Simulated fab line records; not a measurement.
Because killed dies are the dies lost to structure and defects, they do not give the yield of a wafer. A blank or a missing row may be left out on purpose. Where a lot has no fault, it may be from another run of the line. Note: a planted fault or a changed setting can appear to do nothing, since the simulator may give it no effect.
Chamber matching :: flow nandHarc :: NHARC_A_CHANNEL_FILL_D1_CMP_10 on cmp-04 has 4 sister chambers
The step polishes, target thk 150 nm. 14 wafers are shown with their chamber, then 7 later ones without.

EACH WAFER AND ITS CHAMBER
wafer: L075.1
chamber: 0
motorCurrentA (A): 8.2
timeToEndpointS (s): 15.3

wafer: L075.2
chamber: 3
motorCurrentA (A): 13.3
timeToEndpointS (s): 17.7

wafer: L075.6
chamber: 1
motorCurrentA (A): 11.3
timeToEndpointS (s): 18.1

wafer: L076.1
chamber: 2
motorCurrentA (A): 10.9
timeToEndpointS (s): 18.6

wafer: L076.2
chamber: 1
motorCurrentA (A): 11.8
timeToEndpointS (s): 19.6

wafer: L076.3
chamber: 0
motorCurrentA (A): 8.2
timeToEndpointS (s): 16.9

wafer: L082.1
chamber: 2
motorCurrentA (A): 10.8
timeToEndpointS (s): 15.3

wafer: L082.2
chamber: 0
motorCurrentA (A): 8.8
timeToEndpointS (s): 15.0

wafer: L082.5
chamber: 0
motorCurrentA (A): 8.3
timeToEndpointS (s): 14.5

wafer: L087.1
chamber: 1
motorCurrentA (A): 11.7
timeToEndpointS (s): 19.3

wafer: L087.4
chamber: 0
motorCurrentA (A): 8.5
timeToEndpointS (s): 12.6

wafer: L087.6
chamber: 3
motorCurrentA (A): 12.3
timeToEndpointS (s): 18.4

wafer: L088.3
chamber: 1
motorCurrentA (A): 11.8
timeToEndpointS (s): 14.0

wafer: L088.5
chamber: 3
motorCurrentA (A): 12.9
timeToEndpointS (s): 12.7

SIGNATURES (averages over the wafers above)
reading: motorCurrentA
chamber 0: 8.400
chamber 1: 11.650
chamber 2: 10.850
chamber 3: 12.833
scatter within a chamber: 0.307

reading: timeToEndpointS
chamber 0: 14.860
chamber 1: 17.750
chamber 2: 16.950
chamber 3: 16.267
scatter within a chamber: 2.33
Rule: a wafer lies at a distance from a chamber equal to the root of the sum of squares, over the readings, of (its reading less the chamber's mean, divided by the reading's scatter). If the next closest chamber is less than 2 further off than the closest, the wafer can't be placed; otherwise it belongs to the closest. How the scatter is found: for the shown wafers, subtract from each reading the mean of its chamber, square and add these, divide the total by (wafers less chambers), then take the root.

WAFERS WHOSE CHAMBER IS MISSING
wafer: L088.6
motorCurrentA (A): 10.8
timeToEndpointS (s): 14.6

wafer: L091.1
motorCurrentA (A): 8.6
timeToEndpointS (s): 11.2

wafer: L091.3
motorCurrentA (A): 13.1
timeToEndpointS (s): 16.0

wafer: L091.4
motorCurrentA (A): 11.3
timeToEndpointS (s): 15.4

wafer: L096.2
motorCurrentA (A): 8.7
timeToEndpointS (s): 10.6

wafer: L096.3
motorCurrentA (A): 12.1
timeToEndpointS (s): 15.1

wafer: L096.6
motorCurrentA (A): 13.4
timeToEndpointS (s): 13.4

CHAMBER TAKEN BY EACH
wafer: L088.6
from the rows above: 2
in truth: 2

wafer: L091.1
from the rows above: 0
in truth: 0

wafer: L091.3
from the rows above: 3
in truth: 3

wafer: L091.4
from the rows above: can't be placed: 1 or 2
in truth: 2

wafer: L096.2
from the rows above: 0
in truth: 0

wafer: L096.3
from the rows above: can't be placed: 1 or 3
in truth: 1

wafer: L096.6
from the rows above: 3
in truth: 3
Placed correctly: 5 of 7. Cannot be placed on the basis of these rows: 2; the candidates contain the true chamber in 2. Number placed wrongly: 0.
